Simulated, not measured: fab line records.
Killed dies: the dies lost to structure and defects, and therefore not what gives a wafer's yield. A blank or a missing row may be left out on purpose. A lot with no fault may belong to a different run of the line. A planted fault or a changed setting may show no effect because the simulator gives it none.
Which tool did it? ; flow n5Finfet ; 36 wafers sampled from 12 lots at 1 step of a route of 1938

WHAT THE GAUGES READ, wafer by wafer
N5_ZERO_LAYER_CD_MEAS_11 targets a cd of 2000 nm.
lot;measured;on;cdNm (nm)
L075;day 1 18:46;cdSem-02;1999.8 1999.7 1998.9
L077;day 2 06:38;cdSem-03;2000.1 2003.4 2001.8
L079;day 2 18:48;cdSem-02;1996.9 1998.7 1997.6
L081;day 3 06:48;cdSem-02;1999.4 1997.9 1997.8
L083;day 3 18:46;cdSem-01;1999.3 2000.8 1997.7
L085;day 4 06:50;cdSem-02;1999.6 1996.7 1998.3
L087;day 4 18:39;cdSem-01;1997.6 1999.9 1998.0
L089;day 5 06:46;cdSem-01;2002.2 1997.5 1998.9
L091;day 5 18:46;cdSem-01;1998.2 1999.7 1997.9
L093;day 6 06:46;cdSem-03;2001.5 1999.0 1998.4
L095;day 6 18:38;cdSem-03;2000.5 1999.1 1999.5
L097;day 7 06:51;cdSem-02;2001.5 2002.9 2000.4

WHAT TOOL EACH LOT RAN ON (gives the tool, then ch and the chambers of the sampled wafers, and finally the start)
There is no process step in the record ahead of these readings.

THE ANSWER, worked out from the rows above alone
Rule: the usual values come from the lots themselves. The widest of any qualifying gaps counts: lots, ordered by their means at a reading, are off when they make up no more than a third of the lots, leave a main group of 4 or more, and stand apart from it by 3 or more times the standard deviation of that group's means. If all means in a main group match to the digits the tables above print for the reading, that group is not used. Also off: a lot with no number at a reading for which 4 or more lots have one. The other lots that the step has rows for count as sound.
None of the lots is off at any reading shown; this tells nothing.

WHAT HAD BEEN PUT IN BY THE SIMULATOR
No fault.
